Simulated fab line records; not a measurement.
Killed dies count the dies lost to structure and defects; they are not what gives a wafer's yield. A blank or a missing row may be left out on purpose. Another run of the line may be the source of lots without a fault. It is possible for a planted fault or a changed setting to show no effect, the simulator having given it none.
Split-lot study    flow n5Finfet    39 wafers read from 7 lots, route of 1938 steps

SPLIT DETAILS
At N5_HKMG_FIN_ETCH_55 (etches SOC in N2/H2, target depth 240 nm, time 300 s), the setting timeS was moved away from the recipe's 300 s on 15 of the 39 wafers read, by -15.0% to +18.3%. This setting was run at the recipe's value on the other wafers.

The split's own step is where the reading is taken.

THE READING
SiARC_of_HKMG_FIN_COAT_42.thkNm (the simulator's own value, which no gauge read), in nm, at N5_HKMG_FIN_ETCH_55 (etches SOC in N2/H2, target depth 240 nm, time 300 s). No usual value for it is given in the file. Average 21.2 nm, standard deviation 0.27 nm, over the 24 wafers here run with the recipe.

wafer   tool, chamber at the split  timeS as run, s  against the recipe  SiARC_of_HKMG_FIN_COAT_42.thkNm, nm  against lot-mates on the recipe
L074.1  rieDiel-04, 1               300              recipe              21.2                                 -
L074.2  rieDiel-04, 3               300              recipe              21.6                                 -
L074.3  rieDiel-04, 0               300              recipe              21.2                                 -
L074.4  rieDiel-04, 2               300              recipe              21.6                                 -
L074.5  rieDiel-04, 3               300              recipe              21.4                                 -
L074.6  rieDiel-04, 0               300              recipe              21.4                                 -
L077.1  rieDiel-04, 0               300              recipe              21.4                                 -
L077.2  rieDiel-04, 2               354.9            +18.3%              18.8                                 -2.5
L077.3  rieDiel-04, 1               300              recipe              21.2                                 -
L077.4  rieDiel-04, 3               354.9            +18.3%              19                                   -2.3
L077.5  rieDiel-04, 0               300              recipe              21.4                                 -
L077.6  rieDiel-04, 1               354.9            +18.3%              18.6                                 -2.7
L081.1  rieDiel-02, 3               300              recipe              21.4                                 -
L081.2  rieDiel-02, 2               300              recipe              20.6                                 -
L081.6  rieDiel-02, 1               300              recipe              20.8                                 -
L085.1  rieDiel-02, 1               300              recipe              21.2                                 -
L085.2  rieDiel-02, 0               274              -8.7%               22.4                                 +1.2
L085.3  rieDiel-02, 2               274              -8.7%               22                                   +0.8
L085.4  rieDiel-02, 3               300              recipe              21.4                                 -
L085.5  rieDiel-02, 2               300              recipe              21                                   -
L085.6  rieDiel-02, 3               274              -8.7%               22.6                                 +1.4
L089.1  rieDiel-04, 2               345              +15.0%              19.2                                 -2.2
L089.2  rieDiel-04, 3               300              recipe              21.4                                 -
L089.3  rieDiel-04, 1               345              +15.0%              19                                   -2.4
L089.4  rieDiel-04, 3               300              recipe              21.4                                 -
L089.5  rieDiel-04, 1               345              +15.0%              19                                   -2.4
L089.6  rieDiel-04, 2               300              recipe              21.4                                 -
L095.1  rieDiel-04, 2               300              recipe              21.4                                 -
L095.2  rieDiel-04, 1               300              recipe              21                                   -
L095.3  rieDiel-04, 0               254.9            -15.0%              23                                   +1.7
L095.4  rieDiel-04, 3               254.9            -15.0%              23.4                                 +2.1
L095.5  rieDiel-04, 3               254.9            -15.0%              23.4                                 +2.1
L095.6  rieDiel-04, 2               300              recipe              21.4                                 -
L096.1  rieDiel-05, 2               339              +13.0%              19.6                                 -1.5
L096.2  rieDiel-05, 0               300              recipe              20.6                                 -
L096.3  rieDiel-05, 1               300              recipe              21.2                                 -
L096.4  rieDiel-05, 3               300              recipe              21.4                                 -
L096.5  rieDiel-05, 1               339              +13.0%              19.6                                 -1.5
L096.6  rieDiel-05, 0               339              +13.0%              19                                   -2.1

FIT RESULTS
A straight line over all 39 wafers: SiARC_of_HKMG_FIN_COAT_42.thkNm changes by -0.137 nm for each +1% of timeS; r = -0.98; the points scatter about the line by 0.26 nm.
The same after taking each lot's own level away (the mean of its wafers on the recipe; 39 wafers): -0.138 nm for each +1%; r = -0.98; scatter 0.23 nm.
On that fit, the largest move of timeS shifts the reading by 2.5 nm.
From 20.93 to 21.40 nm: that is the span of the lots' own levels, equal to 1.8 times the standard deviation above.
Hence the lot-to-lot level has little effect on the slope; both slopes agree.
Check: -2.55 nm against its lot-mates is what the line predicts for one of the wafers moved furthest among these (+18.3%) when that wafer is left out of the fit. It came out at -2.53 nm against them.

FURTHER SPLITS ON THESE WAFERS
These wafers also went through other splits before the reading. Each is held against what the fit with the lots' levels taken away leaves over:
other split on the same wafers      wafers away from the commonest value  r with SiARC_of_HKMG_FIN_COAT_42.thkNm (lot level and that fit taken away)
N5_DUMMY_GATE_EXPOSE_12 doseMj      9                                     +0.12
N5_DUMMY_GATE_ETCH_37 sourceW       18                                    -0.11
N5_DUMMY_GATE_ETCH_31 targetDepthA  12                                    -0.03
N5_DUMMY_GATE_ETCH_32 timeS         12                                    -0.19

THE WHOLE CHAIN: every reading that the file lists as answering this split, in the file's order
step                 what it does                                          reading                                                                           change (the file's fit)                r (the file's)
N5_HKMG_FIN_ETCH_55  etches SOC in N2/H2, target depth 240 nm, time 300 s  HKMG_FIN.featureDepthNm (the simulator's own value, which no gauge read)          +2.47 nm for each +1% of the setting   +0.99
N5_HKMG_FIN_ETCH_55  etches SOC in N2/H2, target depth 240 nm, time 300 s  etch.depthNm (the simulator's own value, which no gauge read)                     +2.47 nm for each +1% of the setting   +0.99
N5_HKMG_FIN_ETCH_55  etches SOC in N2/H2, target depth 240 nm, time 300 s  SiARC_of_HKMG_FIN_COAT_42.thkNm (the simulator's own value, which no gauge read)  -0.139 nm for each +1% of the setting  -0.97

THE FILE'S OWN FIT
SiARC_of_HKMG_FIN_COAT_42.thkNm changes by -0.139 nm for each +1% of timeS, r = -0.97.
